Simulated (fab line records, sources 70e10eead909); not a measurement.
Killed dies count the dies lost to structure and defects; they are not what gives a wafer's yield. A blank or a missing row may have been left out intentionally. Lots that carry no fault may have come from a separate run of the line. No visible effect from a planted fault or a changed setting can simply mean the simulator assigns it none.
Which of the tools did it?    flow nand-harc    Sampling: 6 lots, 18 wafers, 3 of 1302 route steps

WHAT THE GAUGES SHOWED, per wafer
NHARC_END_SORT_01.
lot   measured      on         killed-at-periphery
L889  day 24 17:54  prober-02  11 5 8
L893  day 26 22:14  prober-01  5 3 3
L896  day 28 07:41  prober-02  3 2 2
L900  day 29 05:50  prober-01  2 2 1
L909  day 32 19:23  prober-01  601 610 623
L911  day 33 18:53  prober-02  3 1 4

EACH LOT AND THE TOOL THAT RAN IT (in order: tool; ch and the chambers of the sampled wafers; start)
lot   NHARC_P_M2_ANNEAL_31              NHARC_P_BONDPAD_ETCH_24
L889  rtp-anneal-02 ch 0, day 6 22:17   rie-diel-13 ch 2,3, day 7 01:37
L893  rtp-anneal-02 ch 0, day 8 15:38   rie-diel-08 ch 0,1, day 8 18:56
L896  rtp-anneal-01 ch 0, day 9 20:26   rie-diel-03 ch 0,3, day 9 23:44
L900  rtp-anneal-01 ch 0, day 11 14:18  rie-diel-13 ch 0,1,3, day 11 17:37
L909  rtp-anneal-02 ch 0, day 15 00:24  rie-diel-03 ch 0,3, day 15 03:49
L911  rtp-anneal-02 ch 0, day 15 22:58  rie-diel-13 ch 1,2,3, day 16 02:22
- NHARC_P_M2_ANNEAL_31: time 90 s.
- NHARC_P_BONDPAD_ETCH_24: etches the open film in CF4/N2, target depth 30 nm, time 72.99 s.

THE ANSWER, worked out from the rows above alone
Rule: the usual values come from the lots themselves. Put in order of their means at a reading, lots are off if they are a third of the lots or fewer, leave a main group of 4 or more, and stand apart from it by a gap of 3 or more times the standard deviation of the main group's means; of several such gaps the widest counts. A main group whose means are all the same, to the digits that the tables above print for the reading, isn't used. A lot without any number at a reading at which 4 lots or more have one is off too. Where the step has rows for the other lots, those lots are counted as sound.
Off: L909, at NHARC_END_SORT_01 (killed-at-periphery). The main group: mean 3.7, standard deviation 2.3.
A tool fits if, at a process step before that reading, it ran every lot that is off, and no sound lot after the first of them. Those tools and the gauges at NHARC_END_SORT_01 are tried in the same way. Undecided on this evidence; 2 tools fit (rie-diel-03 at NHARC_P_BONDPAD_ETCH_24, prober-01 at NHARC_END_SORT_01).

WHAT WAS PUT IN BY THE SIMULATOR
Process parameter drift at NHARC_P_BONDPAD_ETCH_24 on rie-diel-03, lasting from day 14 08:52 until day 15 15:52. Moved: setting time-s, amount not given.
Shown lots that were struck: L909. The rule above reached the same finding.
